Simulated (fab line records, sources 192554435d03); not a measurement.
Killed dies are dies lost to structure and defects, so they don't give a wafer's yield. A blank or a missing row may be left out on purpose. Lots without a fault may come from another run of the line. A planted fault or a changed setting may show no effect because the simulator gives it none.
Chamber matching | flow n5_finfet | N5_BEOL_M0_SAQP_CUT_ETCH_46 on rie_diel-02: 4 sister chambers
The step etches SOC in N2/H2, target depth 135 nm, overetch 27 nm, time 202.5 s. 4 wafers are shown with their chamber, then 7 later ones without.

WAFERS WITH THEIR CHAMBER
wafer  | chamber | throttle_valve_pct (%)
L085.1 | 0       | 18.00
L087.5 | 1       | 18.18
L090.2 | 3       | 17.74
L090.3 | 2       | 17.94

WAFERS WITHOUT THEIR CHAMBER
wafer  | throttle_valve_pct (%)
L090.4 | 18.02
L094.2 | 18.02
L094.3 | 18.20
L094.4 | 17.75
L095.1 | 18.20
L095.4 | 18.03
L095.5 | 17.97

WHICH CHAMBER EACH WENT THROUGH
wafer  | from the rows above     | in truth
L090.4 | 0                       | 0
L094.2 | 0                       | 0
L094.3 | 1                       | 1
L094.4 | 3                       | 3
L095.1 | 1                       | 1
L095.4 | 0                       | 0
L095.5 | can't be placed: 2 or 0 | 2
Placed correctly: 6 of 7. Can't be placed from these rows: 1 (the true chamber is among the candidates in 1). Placed wrongly: 0.
How it was worked out, from the rows above alone: a wafer's distance from a chamber is the root of the sum, over the readings, of the square of ((its reading less the chamber's mean) divided by the reading's scatter). The wafer belongs to the nearest chamber; if the next one is less than 2 further off, it can't be placed. A chamber's mean is the mean of its shown wafers. The scatter: with one shown wafer a chamber, the root of the mean of the squares of how far each hidden wafer lies from its nearest shown one.
